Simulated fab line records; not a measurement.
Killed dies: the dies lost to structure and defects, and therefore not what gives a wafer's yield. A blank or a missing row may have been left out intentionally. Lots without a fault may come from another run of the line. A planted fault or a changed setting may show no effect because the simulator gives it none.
Chamber matching || flow n5Finfet || N5_FIN_SAQP_PECVD_47 on pecvd-03 has 3 sister chambers
The step deposits a-Si from SiH4/He, target thk 45 nm, time 36.3 s. 14 wafers are shown with their chamber, then 7 later ones without.

WAFERS, EACH WITH ITS CHAMBER
{"wafer": "L075.1", "chamber": 1, "showerheadPlenumPTorr (Torr)": 5.69, "throttleValvePct (%)": 18.5, "heaterPowerW (W)": 848}
{"wafer": "L075.2", "chamber": 0, "showerheadPlenumPTorr (Torr)": 5.65, "throttleValvePct (%)": 18.0, "heaterPowerW (W)": 883}
{"wafer": "L075.6", "chamber": 0, "showerheadPlenumPTorr (Torr)": 5.61, "throttleValvePct (%)": 18.1, "heaterPowerW (W)": 872}
{"wafer": "L080.2", "chamber": 2, "showerheadPlenumPTorr (Torr)": 5.72, "throttleValvePct (%)": 18.1, "heaterPowerW (W)": 856}
{"wafer": "L080.4", "chamber": 2, "showerheadPlenumPTorr (Torr)": 5.71, "throttleValvePct (%)": 18.0, "heaterPowerW (W)": 866}
{"wafer": "L080.5", "chamber": 0, "showerheadPlenumPTorr (Torr)": 5.63, "throttleValvePct (%)": 17.9, "heaterPowerW (W)": 772}
{"wafer": "L086.2", "chamber": 1, "showerheadPlenumPTorr (Torr)": 5.69, "throttleValvePct (%)": 18.5, "heaterPowerW (W)": 850}
{"wafer": "L086.4", "chamber": 0, "showerheadPlenumPTorr (Torr)": 5.63, "throttleValvePct (%)": 17.8, "heaterPowerW (W)": 920}
{"wafer": "L086.5", "chamber": 1, "showerheadPlenumPTorr (Torr)": 5.69, "throttleValvePct (%)": 18.0, "heaterPowerW (W)": 849}
{"wafer": "L087.1", "chamber": 2, "showerheadPlenumPTorr (Torr)": 5.71, "throttleValvePct (%)": 17.8, "heaterPowerW (W)": 767}
{"wafer": "L087.2", "chamber": 1, "showerheadPlenumPTorr (Torr)": 5.68, "throttleValvePct (%)": 18.6, "heaterPowerW (W)": 782}
{"wafer": "L087.5", "chamber": 0, "showerheadPlenumPTorr (Torr)": 5.63, "throttleValvePct (%)": 17.8, "heaterPowerW (W)": 816}
{"wafer": "L088.2", "chamber": 0, "showerheadPlenumPTorr (Torr)": 5.63, "throttleValvePct (%)": 18.3, "heaterPowerW (W)": 883}
{"wafer": "L088.3", "chamber": 2, "showerheadPlenumPTorr (Torr)": 5.70, "throttleValvePct (%)": 18.1, "heaterPowerW (W)": 736}

SIGNATURES, as means of the wafers listed above
{"reading": "showerheadPlenumPTorr", "chamber 0": 5.6300, "chamber 1": 5.6875, "chamber 2": 5.7100, "scatter within a chamber": 0.00989}
{"reading": "throttleValvePct", "chamber 0": 17.983, "chamber 1": 18.400, "chamber 2": 18.000, "scatter within a chamber": 0.206}
{"reading": "heaterPowerW", "chamber 0": 857.67, "chamber 1": 832.25, "chamber 2": 806.25, "scatter within a chamber": 52.5}
Rule: distance of a wafer from a chamber = root of the sum over the readings of ((wafer's reading minus chamber's mean) / reading's scatter) squared. The wafer belongs to the nearest chamber; if the next one is less than 2 further off, it can't be placed. The scatter: the root of (the sum of the squares of (reading less its chamber's mean) over the shown wafers, divided by (wafers less chambers)).

WAFERS WITHOUT THEIR CHAMBER
{"wafer": "L088.6", "showerheadPlenumPTorr (Torr)": 5.63, "throttleValvePct (%)": 18.0, "heaterPowerW (W)": 865}
{"wafer": "L089.2", "showerheadPlenumPTorr (Torr)": 5.64, "throttleValvePct (%)": 18.2, "heaterPowerW (W)": 797}
{"wafer": "L089.3", "showerheadPlenumPTorr (Torr)": 5.64, "throttleValvePct (%)": 18.1, "heaterPowerW (W)": 786}
{"wafer": "L089.5", "showerheadPlenumPTorr (Torr)": 5.71, "throttleValvePct (%)": 18.0, "heaterPowerW (W)": 743}
{"wafer": "L096.2", "showerheadPlenumPTorr (Torr)": 5.71, "throttleValvePct (%)": 18.0, "heaterPowerW (W)": 831}
{"wafer": "L096.5", "showerheadPlenumPTorr (Torr)": 5.70, "throttleValvePct (%)": 18.2, "heaterPowerW (W)": 836}
{"wafer": "L096.6", "showerheadPlenumPTorr (Torr)": 5.62, "throttleValvePct (%)": 18.3, "heaterPowerW (W)": 773}

EACH ONE'S CHAMBER
{"wafer": "L088.6", "from the rows above": 0, "in truth": 0}
{"wafer": "L089.2", "from the rows above": 0, "in truth": 0}
{"wafer": "L089.3", "from the rows above": 0, "in truth": 0}
{"wafer": "L089.5", "from the rows above": 2, "in truth": 2}
{"wafer": "L096.2", "from the rows above": 2, "in truth": 2}
{"wafer": "L096.5", "from the rows above": "can't be placed: 2 or 1", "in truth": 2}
{"wafer": "L096.6", "from the rows above": 0, "in truth": 0}
Placed correctly: 6 of 7. Cannot be placed on the basis of these rows: 1; the candidates contain the true chamber in 1. 0 placed wrongly.
